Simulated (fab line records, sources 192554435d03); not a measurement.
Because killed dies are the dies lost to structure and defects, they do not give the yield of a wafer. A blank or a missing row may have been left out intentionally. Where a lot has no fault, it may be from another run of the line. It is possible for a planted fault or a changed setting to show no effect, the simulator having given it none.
Comparing a struck lot with a sound one / flow n5Finfet / 18 steps out of a route of 1938
Sound: the wafers L384.2, L384.3, L384.4. Wafers L394.1, L394.6 were the ones struck. The cause comes at the end.
At each step with rows: each side's tool, then ch and its chambers, then its first start. Under that, the readings that differ: sound wafers / struck wafers / difference of the means / sigmas: that difference in standard deviations of wafers without a fault.
alike: readings whose means differ by less than 2 such deviations, and words and numbers that are the same on both sides. not compared: withheld readings, readings that some wafer has no value for, bounds like >300 that may hide the same value, and numbers for which the record gives no deviation and whose values overlap.
A row with sigmas, a row that says differs or no value, or rows on one side alone: a step with any of these is where the two part. Numbers that have no deviation but don't overlap get no sigmas and don't part them. A reading that every wafer of one side lacks parts them only if that side has two wafers or more.

first, 7 steps without rows for these wafers: N5_BEOL_M11_COAT_60 (time 60 s, resist thk 30 nm); N5_BEOL_M11_COAT_05 (resist thk 90 nm); N5_BEOL_M11_EBR_07; N5_BEOL_M11_SOFTBAKE_06 (time 60 s); N5_BEOL_M11_EXPOSE_08 (exposes mask M11); N5_BEOL_M11_PEB_09 (peb time 60 s); N5_BEOL_M11_DEVELOP_10 (develop time 30 s).
N5_BEOL_M11_CD_MEAS_11: target cd 64.1 nm.
  sound on cdSem-03 ch 0, day 13 10:46; struck on cdSem-02 ch 0, day 18 02:38
  alike: cdNm
N5_BEOL_M11_OVL_MEAS_12:
  sound on overlay-01 ch 0, day 13 10:47; struck on overlay-02 ch 0, day 18 02:41
  alike: M11_OVL
N5_BEOL_M11_INSPECT_13: inspects for defects (brightfield).
  struck on defectInspect-01, day 18 02:43; sound on defectInspect-01, day 13 10:49
  alike: rawDefectCount
N5_BEOL_M11_DESCUM_16: chemistry O2, time 7.9 s.
  sound on rieDiel-04 ch 1,2,3, day 13 10:58; struck on rieDiel-04 ch 0,1, day 18 02:44
  alike: drypumpMotorCurrentA, o2FlowSccm, oesProductAu, rfVppV, showerheadPlenumPTorr, throttleValvePct
  not compared: rfHoursCounterH
N5_BEOL_M11_ETCH_61: etches SiARC in CF4, target depth 39 nm, time 65 s.
  sound on rieDiel-04 ch 1,2,3, day 13 11:01; struck on rieDiel-04 ch 0,1, day 18 02:47
  alike: drypumpMotorCurrentA, etchRfOnTimeS, oesProductAu, rfVppV, showerheadPlenumPTorr, throttleValvePct
  not compared: rfHoursCounterH
N5_BEOL_M11_ETCH_62: etches SOC in N2/H2, target depth 110 nm, overetch 22 nm, time 165 s.
  sound on rieDiel-04 ch 1,2,3, day 13 11:04; struck on rieDiel-04 ch 0,1, day 18 02:50
reading=oesProductAu (a.u.); sound=0.75 0.70 0.72; struck=0.52 0.64; difference=-0.14; sigmas=-3
reading=model.SiARC_of_BEOL_M11_COAT_60.thkNm (nm); sound=23.6 23.2 23.8; struck=22.2 21.8; difference=-1.5; sigmas=
  alike: drypumpMotorCurrentA, rfVppV, showerheadPlenumPTorr, throttleValvePct
  not compared: rfHoursCounterH
then, 1 step without rows for these wafers: N5_BEOL_M11_STRIP_68 (strips in N2/H2).
N5_BEOL_M11_STRIP_67: strips in CF4.
  sound on rieDiel-04 ch 1,2,3, day 13 11:13; struck on rieDiel-04 ch 0,1, day 18 02:58
  alike: drypumpMotorCurrentA, oesProductAu, rfVppV, showerheadPlenumPTorr, throttleValvePct
  not compared: rfHoursCounterH
N5_BEOL_M11_HM_OPEN_17: chemistry Cl2/BCl3, target TiN, target depth 20 nm, overetch 6 nm.
  sound on rieMetal-02 ch 0,1, day 13 11:15; struck on rieMetal-01 ch 1, day 18 03:01
reading=model.etch.depthNm (nm); sound=20.02 20.25 20.15; struck=15.92 15.69; difference=-4.34; sigmas=
  alike: drypumpMotorCurrentA, oesProductAu, throttleValvePct
  not compared: rfHoursCounterH
N5_BEOL_M11_STRIP_19: strips in O2.
  sound on rieDiel-04 ch 0,2,3, day 13 11:30; struck on rieDiel-06 ch 1,3, day 18 03:08
  alike: drypumpMotorCurrentA, o2FlowSccm, oesProductAu, rfVppV, showerheadPlenumPTorr, throttleValvePct
  not compared: rfHoursCounterH
N5_PASSIVATION_PROBE_49:
  struck on prober-02, day 20 00:46; sound on prober-01, day 15 13:03
reading=sort_bin_4_leakage (%); sound=0 0 0; struck=0.08 0; difference=+0.04; sigmas=+2
  alike: defectLimitedYield, killed_at_M0_to_M3, killed_at_M4_up, killedAtContacts, killedAtFrontEnd, killedAtOther, killedDies, killedOpen, killedShort, sort_bin_5_function, sort_bin_6_memory, sortNPass, sortYieldPct

## WHERE THEY PART
Last at N5_PASSIVATION_PROBE_49 as far as this record goes, first at N5_BEOL_M11_ETCH_62.

WHY: what the simulator had put in
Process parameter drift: rieDiel-04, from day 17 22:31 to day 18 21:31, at N5_BEOL_M11_ETCH_62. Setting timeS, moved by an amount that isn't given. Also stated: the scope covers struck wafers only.
